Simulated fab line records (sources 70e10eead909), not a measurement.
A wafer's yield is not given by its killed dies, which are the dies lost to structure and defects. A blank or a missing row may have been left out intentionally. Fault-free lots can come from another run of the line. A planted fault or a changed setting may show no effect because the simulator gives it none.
A struck lot beside a sound one + flow nand_harc + 15 out of 1159 route steps
Sound: the wafers L371.2, L371.5, L371.6. Struck: wafers L358.2, L358.6. The cause is given at the end.
Order at every step that has rows: each side's tool, ch and its chambers, its first start. Under that, the readings that differ: sound wafers + struck wafers + difference of the means + sigmas: that difference in standard deviations of wafers without a fault.
alike: same words and numbers on both sides, and readings whose means sit less than 2 such deviations apart. not compared: any withheld reading, any reading some wafer has no value for, any bound like >300 that may hide the same value, and any number with overlapping values for which the record gives no deviation.
A row with sigmas, a row that says differs or no value, or rows on one side alone: a step with any of these is where the two part. When numbers do not overlap yet have no deviation, they are printed without sigmas and do not part them. A reading missing from all wafers of one side parts the sides only when that side holds two or more wafers.

first, 4 steps without rows for these wafers: NHARC_P_GATE_EBR_22; NHARC_P_GATE_EXPOSE_23 (exposes mask P GATE, target cd 120 nm); NHARC_P_GATE_PEB_24 (peb time 65 s); NHARC_P_GATE_DEVELOP_25 (develop time 35 s).
NHARC_P_GATE_CD_MEAS_26: target cd 120 nm.
  sound on cd_sem-03 ch 0, day 8 21:29; struck on cd_sem-03 ch 0, day 5 11:14
  alike: cd_nm
NHARC_P_GATE_OVL_MEAS_27:
  sound on overlay-01 at day 8 21:35; struck on overlay-02 at day 5 11:19
| reading           | sound          | struck  | difference | sigmas |
|-------------------|----------------|---------|------------|--------|
| overlay_y_nm (nm) | -1.2 -1.2 -1.0 | 1.1 1.6 | +2.5       | +2     |
  alike: overlay_x_nm
NHARC_P_GATE_INSPECT_28:
  sound on defect_inspect-01 at day 8 21:37; struck on defect_inspect-02 at day 5 11:22
  alike: raw_defect_count
NHARC_P_GATE_DESCUM_31: chemistry O2, time 3 s.
  sound on rie_diel-08 ch 0,2,3, day 8 21:43; struck on rie_diel-11 ch 0,1, day 5 11:26
  alike: drypump_motor_current_A, oes_product_au, rf_vpp_V, showerhead_plenum_p_Torr, throttle_valve_pct
  not compared: rf_hours_counter_h
NHARC_P_GATE_ETCH_104: etches the open film in CF4/CHF3, target depth 60 nm.
  sound on rie_diel-08 ch 0,1, day 8 21:55; struck on rie_diel-11 ch 0,1, day 5 11:31
  alike: bias_w, drypump_motor_current_A, oes_product_au, rf_vpp_V, showerhead_plenum_p_Torr, throttle_valve_pct
NHARC_P_GATE_HM_OPEN_105: chemistry O2/COS, target depth 360 nm.
  sound on rie_diel-08 ch 0,2,3; struck on rie_diel-11 ch 0,1
| reading               | sound             | struck      | difference | sigmas |
|-----------------------|-------------------|-------------|------------|--------|
| oes_product_au (a.u.) | 1.002 1.007 1.023 | 0.992 0.990 | -0.020     | -2     |
  alike: bias_w, drypump_motor_current_A, rf_vpp_V, showerhead_plenum_p_Torr, throttle_valve_pct
  not compared: rf_hours_counter_h
then, 1 step without rows for these wafers: NHARC_P_GATE_STRIP_106 (strips in O2/COS).
NHARC_P_GATE_ETCH_114: etches the open film in CF4/O2, target depth 30 nm, overetch 3 nm, time 16.5 s.
  sound on rie_diel-08 ch 1,2,3; struck on rie_diel-11 ch 0
  alike: bias_w, drypump_motor_current_A, oes_product_au, rf_vpp_V, showerhead_plenum_p_Torr, throttle_valve_pct
  not compared: rf_hours_counter_h
NHARC_P_GATE_ETCH_32: etches the open film in HBr/Cl2, target depth 150 nm, time 100.1 s.
  sound on rie_si-04 ch 1,2,3, day 8 22:31; struck on rie_si-02 ch 3, day 5 11:56
| reading        | sound | struck        | difference | sigmas |
|----------------|-------|---------------|------------|--------|
| over_etch_frac | 1 1 1 | 1.5888 1.5888 | +0.5888    |        |
  alike: bias_w, drypump_motor_current_A, he_backside_leak_sccm, oes_product_au, throttle_valve_pct
  not compared: rf_hours_counter_h
NHARC_P_GATE_STRIP_108: strips in O2.
  sound on rie_diel-08 ch 1,2,3, day 8 22:41; struck on rie_diel-11 ch 3, day 5 12:06
  alike: drypump_motor_current_A, oes_product_au, rf_vpp_V, showerhead_plenum_p_Torr, throttle_valve_pct
  not compared: rf_hours_counter_h
-- jump in the record: it breaks off in module P_GATE and resumes in module END (first step shown: number 1159 of the route), and 15 days separate the struck wafers' starts before and after --
NHARC_END_SORT_01:
  sound on prober-01 ch 0, day 23 04:05; struck on prober-02 ch 0, day 20 06:30
  alike: killed_at_array, killed_at_other, killed_at_periphery, killed_dies, killed_open, killed_short

== WHERE THEY PART ==
At NHARC_P_GATE_OVL_MEAS_27 first; at NHARC_P_GATE_HM_OPEN_105 last (within this record only). Later steps at which nothing parts them and some readings are alike: NHARC_P_GATE_ETCH_114, NHARC_P_GATE_ETCH_32, NHARC_P_GATE_STRIP_108, NHARC_END_SORT_01.

WHY: whatever the simulator had introduced
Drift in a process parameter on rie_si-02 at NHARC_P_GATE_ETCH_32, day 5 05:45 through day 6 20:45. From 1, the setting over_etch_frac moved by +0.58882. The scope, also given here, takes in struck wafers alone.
